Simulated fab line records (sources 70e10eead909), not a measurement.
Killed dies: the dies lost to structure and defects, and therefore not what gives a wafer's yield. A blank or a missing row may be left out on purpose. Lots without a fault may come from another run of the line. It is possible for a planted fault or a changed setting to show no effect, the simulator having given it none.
Matching of chambers	flow nand-harc	NHARC_A_STAIRCASE_DESCUM_219 on rie-diel-10: 4 sister chambers
The step chemistry O2, time 3 s. 4 wafers are shown with their chamber, then 8 later ones without.

## WAFERS, EACH WITH ITS CHAMBER
wafer	chamber	oes-product-au (a.u.)
L088.2	0	1.008
L092.5	2	0.985
L092.6	3	0.990
L094.2	1	1.000

## WAFERS WITHOUT THEIR CHAMBER
wafer	oes-product-au (a.u.)
L094.4	1.001
L094.5	1.003
L095.3	1.015
L095.4	1.003
L095.6	1.003
L096.1	0.993
L096.3	0.993
L096.6	0.993

## WHICH CHAMBER EACH ONE RAN IN
wafer	from the rows above	in truth
L094.4	can't be placed: 1 or 0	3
L094.5	can't be placed: 1 or 0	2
L095.3	0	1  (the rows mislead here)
L095.4	can't be placed: 1 or 0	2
L095.6	can't be placed: 1 or 0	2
L096.1	can't be placed: 3 or 1 or 2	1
L096.3	can't be placed: 3 or 1 or 2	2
L096.6	can't be placed: 3 or 1 or 2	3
0 of 8 placed correctly. Can't be placed from these rows: 7 (the true chamber is among the candidates in 3). Wrongly placed: 1.
How it was worked out, from the rows above alone: a wafer's distance from a chamber is the root of the sum, over the readings, of the square of ((its reading less the chamber's mean) divided by the reading's scatter). The wafer belongs to the nearest chamber; if the next one is less than 2 further off, it can't be placed. A chamber's mean is the mean of its shown wafers. The scatter: with one shown wafer a chamber, the root of the mean of the squares of how far each hidden wafer lies from its nearest shown one.
